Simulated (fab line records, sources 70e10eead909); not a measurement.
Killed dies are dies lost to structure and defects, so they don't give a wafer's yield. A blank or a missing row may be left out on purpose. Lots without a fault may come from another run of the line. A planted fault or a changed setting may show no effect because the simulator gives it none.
fab line records | flow nand_harc
record lots=24 wafers=72 last_day=34
route steps=1302 shown A_CONTACT@1056
lots that met no fault: from a run of the same line without faults
start_h: hours from the record's first day to the start of the lot's first wafer shown | wait_h: hours since the lot's step before | " the same as in the row above | L1.1+2: a row that stands for several wafers | - no value, or no start given | * or withheld: withheld | < > ~ a bound
route shown NAME@n: a module of which the file shows steps, and the number in the route of the first | usual: mean/standard deviation of fault-free wafers | same: alike in all rows | chamber/n: place in a boat | sites: the reading at each site | _std_site: their standard deviation | _edge_site: outer sites' mean less inner sites' | radius_mm: how far each site lies from the wafer's centre | mask NAME#n: copy n | behind: the tool/chamber that last shaped the wafer | hold: why the lot was held/for how many hours/how that ended | device: the transistor (n, p or np) that didn't switch | end of line: the same wafers' tests at the end of the route | a step without rows: its recipe alone | killed: dies lost to structure and defects at the first sort, not the wafer's yield | map: a wafer's dies, x killed, . not, _ none there
set.NAME: the setting as run; set.NAME@STEP: as run at that earlier step | model.NAME: the simulator's own value behind a step, which no gauge read
steps of the route over a sample of lots; a table a step, a row a wafer
services: from which hour (start_h, from the record's first day; less than 0 if before it) a tool's chamber was out of use, for how many hours, and why
## steps
# step NHARC_A_CONTACT_ETCH_133
# recipe source_w=withheld pressure_mtorr=20 bias_v=400 time_s=374 target_depth_a=16100 ar_flow_sccm=withheld c4f8_flow_sccm=11.5 o2_flow_sccm=7.2 chemistry=C4F8/O2/Ar
# columns lot.wafer tool chamber start_h wait_h rf_hours_counter_h
L075.2 har_cap_etch-02 1 517.72 0.2 89
L075.3 " 1 " " -
L075.5 " 0 " " -
L076.2 har_cap_etch-02 1 520.58 0.1 91
L076.1 " 0 " " 91
L076.5 " 0 " " -
L074.3 har_cap_etch-01 1 524.26 0.2 -
L074.4 " 0 " " -
L074.5 " 1 " " -
L077.2 har_cap_etch-03 1 527.69 0.1 43
L077.4 " 1 " " -
L077.6 " 1 " " -
L078.1 har_cap_etch-02 1 528.56 0.1 93
L078.2 " 0 " " 93
L078.4 " 0 " " -
L080.2 har_cap_etch-01 0 541.74 0.1 10
L080.1 " 1 " " 10
L080.4 " 0 " " -
L079.2 har_cap_etch-03 0 549.52 0.1 49
L079.6 " 0 " " -
L079.5 " 1 " " -
L084.1 har_cap_etch-01 0 587.60 0.2 13
L084.3 " 1 " " -
L084.5 " 1 " " -
L082.1 har_cap_etch-01 1 593.63 0.1 14
L082.6 " 1 " " -
L082.5 " 0 " " -
L083.1 har_cap_etch-02 1 599.81 0.1 104
L083.4 " 1 " " -
L083.3 " 0 " " -
L081.2 har_cap_etch-01 1 599.94 0.1 16
L081.1 " 0 " " 16
L081.4 " 0 " " -
L085.4 har_cap_etch-01 1 611.58 0.3 -
L085.3 " 0 " " -
L085.5 " 0 " " -
L086.1 har_cap_etch-03 1 619.25 0.1 60
L086.5 " 1 " " -
L086.6 " 0 " " -
L088.1 har_cap_etch-01 1 637.43 0.1 23
L088.4 " 1 " " -
L088.6 " 0 " " -
L089.2 har_cap_etch-02 0 643.98 0.2 112
L089.3 " 0 " " -
L089.6 " 1 " " -
L087.1 har_cap_etch-03 0 648.85 0.2 66
L087.4 " 1 " " -
L087.6 " 1 " " -
L091.2 har_cap_etch-03 0 660.45 0.1 71
L091.1 " 1 " " 71
L091.3 " 1 " " -
L090.1 har_cap_etch-02 1 664.17 0.2 118
L090.3 " 0 " " -
L090.6 " 1 " " -
L092.3 har_cap_etch-01 0 668.19 0.2 -
L092.4 " 1 " " -
L092.6 " 0 " " -
L094.1 har_cap_etch-01 1 685.13 0.2 34
L094.4 " 0 " " -
L094.3 " 1 " " -
L093.2 har_cap_etch-03 1 688.00 0.2 75
L093.4 " 1 " " -
L093.5 " 0 " " -
L097.1 har_cap_etch-01 1 720.91 0.1 37
L097.2 " 0 " " 37
L097.5 " 0 " " -
L096.1 har_cap_etch-03 1 725.59 0.2 79
L096.3 " 1 " " -
L096.6 " 1 " " -
L095.3 har_cap_etch-01 1 741.51 0.2 -
L095.4 " 0 " " -
L095.6 " 1 " " -
# step NHARC_A_CONTACT_ETCH_97
# recipe target_depth_a=200 over_etch_frac=0.5 time_s=10 ion_energy_ev=250 c4f6_flow_sccm=25 o2_flow_sccm=20 ar_flow_sccm=500 rf_w=600 bias_w=500 chemistry=C4F6/O2
# usual c4f6_flow_sccm=25.00/0.075 drypump_motor_current_A=5.9/0.3 oes_product_au=0.968/0.024 rf_vpp_V=548.3/2.6 showerhead_plenum_p_Torr=3.99/0.13 throttle_valve_pct=26.904/0.0086
# columns lot.wafer tool chamber start_h wait_h c4f6_flow_sccm drypump_motor_current_A oes_product_au rf_hours_counter_h rf_vpp_V showerhead_plenum_p_Torr throttle_valve_pct
L075.2 rie_diel-04 1 - - 24.89 6.1 0.951 27 547.5 3.95 26.902
L075.3 " 2 " " 24.99 6.0 0.952 25 549.2 4.11 26.914
L075.5 " 0 " " 25.02 6.4 0.936 - 547.5 3.93 26.913
L076.1 rie_diel-01 3 - - 24.89 5.7 0.946 41 545.1 3.78 26.908
L076.2 " 2 " " 25.01 6.2 0.979 41 542.9 3.66 26.896
L076.5 " 3 " " 24.92 5.7 0.958 - 543.2 3.78 26.907
L074.3 rie_diel-08 0 - - 25.02 5.4 0.958 45 546.8 3.96 26.890
L074.4 " 2 " " 25.00 5.6 0.966 53 544.7 3.83 26.906
L074.5 " 0 " " 24.98 5.4 0.955 - 546.7 3.96 26.901
L077.4 rie_diel-08 2 - - 25.01 5.6 0.953 54 545.1 3.83 26.904
L077.2 " 3 " " 24.94 5.9 0.955 53 543.8 3.85 26.892
L077.6 " 3 " " 24.92 5.9 0.948 - 543.6 3.85 26.906
L078.2 rie_diel-04 2 - - 24.95 6.0 0.969 29 552.3 4.11 26.902
L078.4 " 3 " " 24.89 6.0 0.957 23 551.4 4.11 26.898
L078.1 " 0 " " 24.91 6.4 0.954 31 547.1 3.93 26.910
L080.2 rie_diel-04 1 - - 25.04 6.1 1.019 0 547.7 3.95 26.908
L080.4 " 3 " " 25.08 6.0 1.007 0 552.9 4.11 26.902
L080.1 " 0 " " 24.99 6.4 0.995 0 546.9 3.93 26.921
L079.2 rie_diel-04 2 - - 25.03 6.0 0.940 1 551.0 4.11 26.904
L079.6 " 2 " " 25.09 6.0 0.951 - 551.8 4.11 26.902
L079.5 " 3 " " 24.96 6.0 0.936 - 550.7 4.10 26.912
L084.1 rie_diel-04 2 588.49 0.1 24.91 6.0 0.995 5 551.8 4.11 26.896
L084.3 " 1 " " 25.05 6.1 1.007 5 546.5 3.95 26.901
L084.5 " 3 " " 25.14 6.0 1.002 - 550.9 4.10 26.898
L082.1 rie_diel-08 1 - - 25.16 5.6 0.958 15 548.4 4.02 26.911
L082.6 " 1 " " 25.10 5.6 0.966 - 547.9 4.02 26.905
L082.5 " 2 " " 25.08 5.6 0.973 - 544.3 3.81 26.916
L083.1 rie_diel-01 2 - - 24.95 6.2 0.971 11 553.4 4.22 26.906
L083.3 " 3 " " 24.96 5.7 0.946 12 544.0 3.77 26.895
L083.4 " 0 " " 25.04 5.4 0.947 13 551.8 4.18 26.906
L081.1 rie_diel-01 2 - - 25.04 6.2 0.984 11 551.4 4.22 26.908
L081.2 " 3 " " 25.01 5.7 0.955 13 543.7 3.77 26.909
L081.4 " 1 " " 25.00 5.9 0.979 12 546.6 3.93 26.892
L085.4 rie_diel-01 0 - - 25.05 5.4 0.973 16 553.4 4.18 26.900
L085.3 " 1 " " 25.00 5.9 0.997 14 546.9 3.93 26.918
L085.5 " 3 " " 25.08 5.7 0.982 - 544.4 3.77 26.911
L086.1 rie_diel-08 1 - - 25.05 5.6 0.949 24 549.3 4.01 26.898
L086.5 " 1 " " 25.05 5.6 0.949 - 548.0 4.01 26.907
L086.6 " 2 " " 25.15 5.6 0.954 - 545.3 3.81 26.890
L088.1 rie_diel-04 2 - - 24.96 6.0 0.960 15 549.4 4.10 26.906
L088.4 " 3 " " 25.06 6.0 0.948 15 552.3 4.10 26.894
L088.6 " 3 " " 24.98 6.0 0.951 - 550.6 4.10 26.901
L089.2 rie_diel-04 3 - - 24.96 6.0 0.943 17 549.9 4.10 26.908
L089.3 " 1 " " 25.03 6.2 0.965 17 547.0 3.94 26.917
L089.6 " 3 " " 24.92 6.0 0.943 - 550.9 4.10 26.898
L087.4 rie_diel-04 0 - - 25.00 6.4 0.938 11 545.6 3.92 26.895
L087.1 " 1 " " 24.85 6.1 0.948 18 547.6 3.94 26.891
L087.6 " 0 " " 24.96 6.4 0.941 - 546.6 3.92 26.905
L091.2 rie_diel-04 3 - - 25.06 6.0 1.004 21 549.3 4.09 26.902
L091.1 " 0 " " 25.01 6.4 0.995 14 547.8 3.92 26.886
L091.3 " 2 " " 25.02 6.0 0.992 20 550.8 4.10 26.910
L090.1 rie_diel-04 0 - - 24.83 6.4 0.951 14 547.1 3.92 26.886
L090.3 " 2 " " 25.08 6.0 0.949 20 550.9 4.10 26.900
L090.6 " 3 " " 25.03 6.0 0.973 - 550.1 4.09 26.922
L092.3 rie_diel-04 1 - - 24.93 6.1 0.951 23 547.7 3.94 26.922
L092.4 " 2 " " 25.03 6.0 0.927 21 549.6 4.10 26.889
L092.6 " 1 " " 25.02 6.1 0.950 - 547.6 3.94 26.904
L094.1 rie_diel-08 0 - - 25.01 5.4 0.970 47 547.7 3.92 26.902
L094.3 " 1 " " 24.95 5.6 0.954 45 548.3 4.00 26.911
L094.4 " 2 " " 24.85 5.6 0.986 42 542.8 3.80 26.908
L093.4 rie_diel-01 2 - - 25.14 6.2 1.018 34 552.4 4.21 26.889
L093.2 " 3 " " 24.94 5.7 0.997 37 543.5 3.76 26.893
L093.5 " 0 " " 25.05 5.4 0.998 - 551.2 4.17 26.892
L097.2 rie_diel-04 1 - - 24.83 6.1 1.002 0 547.6 3.94 26.898
L097.1 " 2 " " 24.99 6.0 0.996 0 551.2 4.09 26.908
L097.5 " 0 " " 24.97 6.4 1.007 - 547.4 3.91 26.908
L096.1 rie_diel-04 1 - - 25.10 6.1 0.952 2 546.7 3.93 26.908
L096.3 " 3 " " 25.12 6.0 0.966 2 549.9 4.09 26.907
L096.6 " 2 " " 25.03 6.0 0.942 - 551.0 4.09 26.905
L095.3 rie_diel-08 3 742.32 0.1 25.00 5.8 1.010 4 544.7 3.81 26.898
L095.4 " 1 " " 25.07 5.6 0.984 - 548.4 3.99 26.897
L095.6 " 0 " " 24.96 5.4 1.003 - 547.2 3.91 26.902
# step NHARC_A_CONTACT_ETCH_89
# recipe target_depth_a=2600 over_etch_frac=0.3 time_s=475.3 ion_energy_ev=200 n2_flow_sccm=150 h2_flow_sccm=150 ar_flow_sccm=0 rf_w=400 bias_w=150 chemistry=N2/H2
# usual drypump_motor_current_A=5.89/0.3 oes_product_au=1.002/0.0096 rf_vpp_V=431.4/2.5 showerhead_plenum_p_Torr=2.07/0.084 throttle_valve_pct=14.172/0.0091
# columns lot.wafer tool chamber start_h wait_h drypump_motor_current_A oes_product_au rf_hours_counter_h rf_vpp_V showerhead_plenum_p_Torr throttle_valve_pct
L075.2 rie_diel-08 2 - - 5.60 1.002 53 428.3 1.98 14.163
L075.3 " 0 " " 5.36 0.996 45 431.0 2.06 14.169
L075.5 " 2 " " 5.57 0.992 - 429.0 1.98 14.160
L076.1 rie_diel-04 0 - - 6.38 0.985 31 430.4 2.04 14.167
L076.2 " 1 " " 6.14 1.003 32 430.1 2.06 14.177
L076.5 " 2 " " 6.00 1.005 - 432.9 2.15 14.164
L074.4 rie_diel-01 1 - - 5.91 1.005 50 429.6 2.05 14.175
L074.3 " 3 " " 5.68 0.988 43 427.4 1.96 14.174
L074.5 " 0 " " 5.44 1.004 - 435.7 2.20 14.169
L077.4 rie_diel-01 0 - - 5.37 1.010 49 434.4 2.20 14.174
L077.2 " 3 " " 5.66 0.987 44 429.1 1.96 14.189
L077.6 " 1 " " 5.87 0.994 - 430.9 2.05 14.187
L078.4 rie_diel-08 2 - - 5.58 0.993 55 430.5 1.98 14.176
L078.1 " 3 " " 5.82 1.004 55 429.3 1.99 14.185
L078.2 " 1 " " 5.55 0.990 50 433.0 2.10 14.163
L080.2 rie_diel-01 2 - - 6.18 1.022 49 427.6 1.88 14.177
L080.4 " 3 " " 5.66 0.994 48 429.9 1.95 14.165
L080.1 " 0 " " 5.44 1.012 54 436.9 2.20 14.174
L079.2 rie_diel-01 0 - - 5.41 1.006 56 434.4 2.20 14.163
L079.6 " 2 " " 6.18 1.017 - 426.5 1.88 14.178
L079.5 " 3 " " 5.67 0.991 - 428.3 1.95 14.182
L084.3 rie_diel-04 2 - - 6.00 0.998 6 434.6 2.15 14.172
L084.1 " 1 " " 6.12 1.006 6 431.6 2.05 14.191
L084.5 " 3 " " 5.99 1.002 - 433.6 2.14 14.180
L082.1 rie_diel-04 2 - - 5.99 0.996 9 434.1 2.15 14.173
L082.5 " 3 " " 5.97 0.989 - 433.9 2.14 14.167
L082.6 " 1 " " 6.15 1.003 - 431.6 2.05 14.192
L083.4 rie_diel-01 3 - - 5.67 0.994 15 427.7 1.95 14.158
L083.3 " 0 " " 5.43 0.987 15 435.3 2.19 14.170
L083.1 " 1 " " 5.87 1.004 13 429.8 2.04 14.169
L081.1 rie_diel-08 2 - - 5.60 1.006 18 428.7 1.97 14.163
L081.4 " 3 " " 5.83 1.001 19 430.6 1.99 14.177
L081.2 " 0 " " 5.35 1.021 20 431.5 2.05 14.167
L085.4 rie_diel-04 1 - - 6.13 1.009 11 431.6 2.05 14.182
L085.3 " 0 " " 6.35 0.998 3 429.7 2.04 14.167
L085.5 " 1 " " 6.15 1.007 - 431.3 2.05 14.174
L086.1 rie_diel-04 2 - - 6.01 0.996 13 434.4 2.14 14.166
L086.5 " 0 " " 6.36 0.998 - 431.3 2.04 14.172
L086.6 " 1 " " 6.13 1.006 - 431.1 2.05 14.174
L088.4 rie_diel-04 3 - - 5.98 0.988 16 432.5 2.14 14.174
L088.1 " 0 " " 6.41 1.005 8 430.6 2.04 14.167
L088.6 " 3 " " 5.98 1.000 - 433.3 2.14 14.157
L089.3 rie_diel-01 1 - - 5.89 1.009 24 431.9 2.04 14.178
L089.2 " 2 " " 6.20 1.016 26 436.6 2.21 14.161
L089.6 " 0 " " 5.41 0.991 - 434.0 2.19 14.159
L087.4 rie_diel-01 0 - - 5.45 0.996 27 433.0 2.19 14.181
L087.1 " 2 " " 6.22 1.017 27 434.9 2.21 14.160
L087.6 " 0 " " 5.43 0.992 - 434.6 2.19 14.168
L091.2 rie_diel-04 3 - - 5.98 1.007 22 433.7 2.14 14.182
L091.3 " 0 " " 6.40 0.994 15 431.4 2.04 14.162
L091.1 " 2 " " 6.02 0.992 21 432.3 2.14 14.166
L090.3 rie_diel-08 3 - - 5.81 1.006 41 429.4 1.98 14.178
L090.1 " 2 " " 5.60 1.014 40 428.2 1.97 14.156
L090.6 " 0 " " 5.36 1.027 - 429.9 2.04 14.176
L092.4 rie_diel-04 2 - - 6.00 0.992 23 433.8 2.14 14.185
L092.3 " 1 " " 6.11 1.009 24 431.0 2.05 14.175
L092.6 " 2 " " 6.00 0.994 - 433.6 2.14 14.164
L094.3 rie_diel-04 0 - - 6.38 1.001 18 429.4 2.03 14.172
L094.4 " 2 " " 6.01 0.993 24 433.5 2.14 14.172
L094.1 " 3 " " 5.97 1.000 26 433.0 2.14 14.177
L093.4 rie_diel-04 1 - - 6.15 0.997 27 430.8 2.05 14.175
L093.2 " 2 " " 6.01 0.992 25 432.1 2.14 14.184
L093.5 " 0 " " 6.41 0.990 - 430.7 2.03 14.155
L097.1 rie_diel-04 0 - - 6.42 0.998 2 431.0 2.03 14.181
L097.2 " 1 " " 6.15 1.008 2 430.0 2.05 14.181
L097.5 " 0 " " 6.42 1.001 - 429.3 2.03 14.164
L096.3 rie_diel-08 2 - - 5.60 1.021 1 427.3 1.96 14.166
L096.1 " 0 " " 5.35 1.031 1 429.7 2.03 14.170
L096.6 " 2 " " 5.60 1.015 - 427.1 1.96 14.176
L095.4 rie_diel-01 0 - - 5.47 0.996 2 434.4 2.18 14.161
L095.3 " 1 " " 5.90 1.008 1 430.8 2.03 14.168
L095.6 " 0 " " 5.42 0.998 - 435.1 2.18 14.173
# step NHARC_A_CONTACT_ETCH_136
# recipe source_w=withheld pressure_mtorr=20 bias_v=1200 time_s=311 target_depth_a=19120 ar_flow_sccm=withheld c4f8_flow_sccm=withheld o2_flow_sccm=withheld chemistry=C4F8/O2/Ar
# columns lot.wafer tool chamber start_h wait_h rf_hours_counter_h
L075.2 har_cap_etch-01 0 527.66 0.2 4
L075.3 " 0 " " -
L075.5 " 0 " " -
L076.2 har_cap_etch-01 0 529.60 0.2 6
L076.1 " 1 " " 6
L076.5 " 1 " " -
L074.4 har_cap_etch-02 0 531.63 0.2 -
L074.3 " 1 " " -
L074.5 " 1 " " -
L077.2 har_cap_etch-01 1 534.14 0.2 7
L077.4 " 0 " " -
L077.6 " 1 " " -
L078.1 har_cap_etch-03 0 535.07 0.2 46
L078.2 " 1 " " 46
L078.4 " 0 " " -
L080.1 har_cap_etch-02 1 549.53 0.2 97
L080.2 " 0 " " 97
L080.4 " 1 " " -
L079.2 har_cap_etch-01 0 555.82 0.2 10
L079.5 " 1 " " -
L079.6 " 0 " " -
L084.1 har_cap_etch-03 1 593.97 0.2 54
L084.3 " 0 " " -
L084.5 " 1 " " -
L082.1 har_cap_etch-02 1 601.84 0.2 105
L082.6 " 1 " " -
L082.5 " 0 " " -
L083.1 har_cap_etch-03 1 606.76 0.2 58
L083.4 " 1 " " -
L083.3 " 0 " " -
L081.2 har_cap_etch-02 0 607.10 0.2 106
L081.1 " 1 " " 106
L081.4 " 1 " " -
L085.3 har_cap_etch-02 1 621.62 0.3 -
L085.4 " 0 " " -
L085.5 " 0 " " -
L086.1 har_cap_etch-01 1 626.01 0.2 21
L086.6 " 0 " " -
L086.5 " 1 " " -
L088.1 har_cap_etch-01 0 643.66 0.2 24
L088.4 " 0 " " -
L088.6 " 0 " " -
L089.2 har_cap_etch-01 0 651.30 0.2 25
L089.3 " 1 " " -
L089.6 " 1 " " -
L087.1 har_cap_etch-02 1 655.02 0.2 115
L087.4 " 0 " " -
L087.6 " 1 " " -
L091.2 har_cap_etch-03 1 667.69 0.2 71
L091.1 " 0 " " 71
L091.3 " 0 " " -
L090.1 har_cap_etch-03 1 678.04 0.2 73
L090.3 " 0 " " -
L090.6 " 0 " " -
L092.4 har_cap_etch-02 1 680.04 0.2 -
L092.3 " 0 " " -
L092.6 " 0 " " -
L094.1 har_cap_etch-02 1 691.99 0.2 122
L094.3 " 1 " " -
L094.4 " 0 " " -
L093.2 har_cap_etch-01 1 694.00 0.2 35
L093.4 " 1 " " -
L093.5 " 1 " " -
L097.1 har_cap_etch-03 0 728.23 0.2 80
L097.2 " 1 " " 80
L097.5 " 0 " " -
L096.1 har_cap_etch-02 0 738.87 0.2 128
L096.3 " 0 " " -
L096.6 " 1 " " -
L095.4 har_cap_etch-02 0 748.31 0.2 -
L095.3 " 1 " " -
L095.6 " 0 " " -
# step NHARC_A_CONTACT_ETCH_137
# recipe source_w=withheld pressure_mtorr=20 bias_v=1200 time_s=311 target_depth_a=19120 ar_flow_sccm=withheld c4f8_flow_sccm=withheld o2_flow_sccm=withheld chemistry=C4F8/O2/Ar
# columns lot.wafer tool chamber start_h wait_h rf_hours_counter_h
L075.2 har_cap_etch-01 0 527.93 0.2 5
L075.3 " 0 " " -
L075.5 " 0 " " -
L076.2 har_cap_etch-01 0 529.87 0.2 6
L076.1 " 1 " " 6
L076.5 " 1 " " -
L074.4 har_cap_etch-02 0 531.90 0.2 -
L074.3 " 1 " " -
L074.5 " 1 " " -
L077.2 har_cap_etch-01 1 534.41 0.2 7
L077.4 " 0 " " -
L077.6 " 1 " " -
L078.1 har_cap_etch-03 0 535.34 0.2 47
L078.2 " 1 " " 47
L078.4 " 0 " " -
L080.1 har_cap_etch-02 1 549.80 0.2 97
L080.2 " 0 " " 97
L080.4 " 1 " " -
L079.2 har_cap_etch-01 0 556.09 0.2 11
L079.5 " 1 " " -
L079.6 " 0 " " -
L084.1 har_cap_etch-03 1 594.24 0.2 54
L084.3 " 0 " " -
L084.5 " 1 " " -
L082.1 har_cap_etch-02 1 602.11 0.2 105
L082.6 " 1 " " -
L082.5 " 0 " " -
L083.1 har_cap_etch-03 1 607.04 0.2 58
L083.4 " 1 " " -
L083.3 " 0 " " -
L081.2 har_cap_etch-02 0 607.37 0.2 106
L081.1 " 1 " " 106
L081.4 " 1 " " -
L085.3 har_cap_etch-02 1 621.98 0.3 -
L085.4 " 0 " " -
L085.5 " 0 " " -
L086.1 har_cap_etch-01 1 626.28 0.2 21
L086.6 " 0 " " -
L086.5 " 1 " " -
L088.1 har_cap_etch-01 0 643.93 0.2 24
L088.4 " 0 " " -
L088.6 " 0 " " -
L089.2 har_cap_etch-01 0 651.57 0.2 26
L089.3 " 1 " " -
L089.6 " 1 " " -
L087.1 har_cap_etch-02 1 655.29 0.2 115
L087.4 " 0 " " -
L087.6 " 1 " " -
L091.2 har_cap_etch-03 1 667.96 0.2 71
L091.1 " 0 " " 71
L091.3 " 0 " " -
L090.1 har_cap_etch-03 1 678.32 0.2 73
L090.3 " 0 " " -
L090.6 " 0 " " -
L092.4 har_cap_etch-02 1 680.32 0.2 -
L092.3 " 0 " " -
L092.6 " 0 " " -
L094.1 har_cap_etch-02 1 692.27 0.2 122
L094.3 " 1 " " -
L094.4 " 0 " " -
L093.2 har_cap_etch-01 1 694.27 0.2 35
L093.4 " 1 " " -
L093.5 " 1 " " -
L097.1 har_cap_etch-03 0 728.51 0.2 80
L097.2 " 1 " " 80
L097.5 " 0 " " -
L096.1 har_cap_etch-02 0 739.14 0.2 128
L096.3 " 0 " " -
L096.6 " 1 " " -
L095.4 har_cap_etch-02 0 748.58 0.2 -
L095.3 " 1 " " -
L095.6 " 0 " " -
# step NHARC_A_CONTACT_CD_MEAS_15
# usual cd_nm=190.1/0.52
# columns lot.wafer tool chamber start_h wait_h cd_nm
L075.2 cd_sem-03 - 529.20 - 190.6
L075.3 " - " " 189.6
L075.5 " - " " 190.1
L076.1 cd_sem-03 - 531.18 - 190.1
L076.2 " - " " 190.9
L076.5 " - " " 191.0
L074.3 cd_sem-01 - 533.24 - 188.7
L074.4 " - " " 189.7
L074.5 " - " " 188.5
L077.2 cd_sem-01 - 535.70 - 190.5
L077.4 " - " " 190.5
L077.6 " - " " 189.7
L078.1 cd_sem-02 - 536.66 - 190.7
L078.2 " - " " 190.2
L078.4 " - " " 190.8
L080.1 cd_sem-01 - 551.11 - 190.1
L080.2 " - " " 189.2
L080.4 " - " " 189.4
L079.2 cd_sem-03 - 557.37 - 190.0
L079.5 " - " " 190.0
L079.6 " - " " 190.4
L084.1 cd_sem-01 - 595.57 - 190.6
L084.3 " - " " 189.9
L084.5 " - " " 189.8
L082.1 cd_sem-02 - 603.47 - 190.2
L082.5 " - " " 189.8
L082.6 " - " " 190.5
L083.1 cd_sem-02 - 608.38 - 190.0
L083.3 " - " " 190.4
L083.4 " - " " 189.9
L081.1 cd_sem-01 - 608.71 - 191.5
L081.2 " - " " 190.5
L081.4 " - " " 190.8
L085.3 cd_sem-01 - 623.46 - 190.2
L085.4 " - " " 190.4
L085.5 " - " " 190.4
L086.1 cd_sem-01 - 627.55 - 190.3
L086.5 " - " " 190.1
L086.6 " - " " 189.6
L088.1 cd_sem-01 - 645.31 - 189.7
L088.4 " - " " 190.5
L088.6 " - " " 190.8
L089.2 cd_sem-01 - 652.85 - 190.2
L089.3 " - " " 190.2
L089.6 " - " " 190.1
L087.1 cd_sem-01 - 656.61 - 189.7
L087.4 " - " " 189.2
L087.6 " - " " 189.7
L091.1 cd_sem-01 - 669.28 - 190.0
L091.2 " - " " 189.4
L091.3 " - " " 189.9
L090.1 cd_sem-01 - 679.64 - 190.4
L090.3 " - " " 190.0
L090.6 " - " " 190.2
L092.3 cd_sem-01 - 681.55 - 190.2
L092.4 " - " " 190.5
L092.6 " - " " 190.5
L094.1 cd_sem-01 - 693.58 - 189.9
L094.3 " - " " 189.7
L094.4 " - " " 190.3
L093.2 cd_sem-02 - 695.61 - 190.8
L093.4 " - " " 191.1
L093.5 " - " " 190.9
L097.1 cd_sem-03 - 729.82 - 190.2
L097.2 " - " " 189.8
L097.5 " - " " 189.6
L096.1 cd_sem-03 - 740.41 - 189.8
L096.3 " - " " 189.4
L096.6 " - " " 189.3
L095.3 cd_sem-01 - 749.87 - 190.2
L095.4 " - " " 189.2
L095.6 " - " " 190.1
## services
# columns tool chamber start_h hours kind
har_cap_etch-01 - 498.07 17.0 pm
har_cap_etch-01 0 498.07 17.0 vent_cycle
har_cap_etch-01 1 498.07 17.0 vent_cycle
rie_diel-08 - 498.61 5.7 repair
rie_diel-04 3 502.59 2.6 repair
rie_diel-04 0 511.24 - clean
rie_diel-04 1 511.24 - clean
rie_diel-04 2 511.24 - clean
har_cap_etch-01 0 515.07 - clean
har_cap_etch-01 1 515.07 - clean
har_cap_etch-03 - 531.50 0.2 repair
rie_diel-04 - 531.99 9.0 pm
rie_diel-08 - 548.91 9.0 pm
rie_diel-01 - 557.90 9.0 pm
rie_diel-04 1 562.54 2.9 repair
rie_diel-04 0 572.98 42.3 repair
rie_diel-01 - 591.56 0.6 repair
rie_diel-01 3 694.14 21.7 repair
rie_diel-01 0 704.05 3.3 repair
rie_diel-04 - 708.99 9.0 pm
rie_diel-01 0 714.89 28.9 repair
rie_diel-08 - 725.94 9.0 pm
rie_diel-01 - 734.92 9.0 pm
rie_diel-08 2 741.91 6.8 repair
## key
fault none
